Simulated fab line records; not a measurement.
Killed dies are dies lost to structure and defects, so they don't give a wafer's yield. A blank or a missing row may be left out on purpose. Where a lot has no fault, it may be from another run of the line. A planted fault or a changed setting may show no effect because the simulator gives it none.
Matching of chambers    flow nandHarc    3 sister chambers for NHARC_A_M1_DEP_33 on pecvd-01
The step deposits SiCN, target thk 30 nm. 14 wafers are shown with their chamber, then 7 later ones without.

## WAFERS, EACH WITH ITS CHAMBER
wafer   chamber  heaterPowerW (W)
L500.1  0        497
L500.3  2        535
L500.6  1        506
L501.3  2        601
L501.5  1        458
L501.6  2        615
L509.2  2        559
L509.4  1        514
L509.5  2        566
L511.2  1        506
L511.3  2        560
L511.4  0        561
L520.1  1        518
L520.2  2        645

SIGNATURES (means of the wafers above)
reading       chamber 0  chamber 1  chamber 2  scatter within a chamber
heaterPowerW  529.00     500.40     583.00     34.8
Rule: for a wafer and a chamber, the distance is found by dividing, reading by reading, the gap between the wafer's reading and the chamber's mean by the reading's scatter, squaring, summing and taking the root. The wafer belongs to the nearest chamber; if the next one is less than 2 further off, it can't be placed. The scatter is the square root of a quotient: the sum, over the shown wafers, of each reading's squared deviation from its chamber's mean, divided by wafers minus chambers.

## WAFERS MISSING THEIR CHAMBER
wafer   heaterPowerW (W)
L520.3  561
L519.1  574
L519.3  477
L519.6  554
L521.1  666
L521.2  491
L521.6  667

## WHICH CHAMBER EACH ONE RAN IN
wafer   from the rows above           in truth
L520.3  can't be placed: 2 or 0 or 1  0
L519.1  can't be placed: 2 or 0 or 1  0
L519.3  can't be placed: 1 or 0       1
L519.6  can't be placed: 0 or 2 or 1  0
L521.1  can't be placed: 2 or 0       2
L521.2  can't be placed: 1 or 0       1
L521.6  can't be placed: 2 or 0       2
Correctly placed: 0 of 7. Cannot be placed on the basis of these rows: 7; the candidates contain the true chamber in 7. 0 placed wrongly.
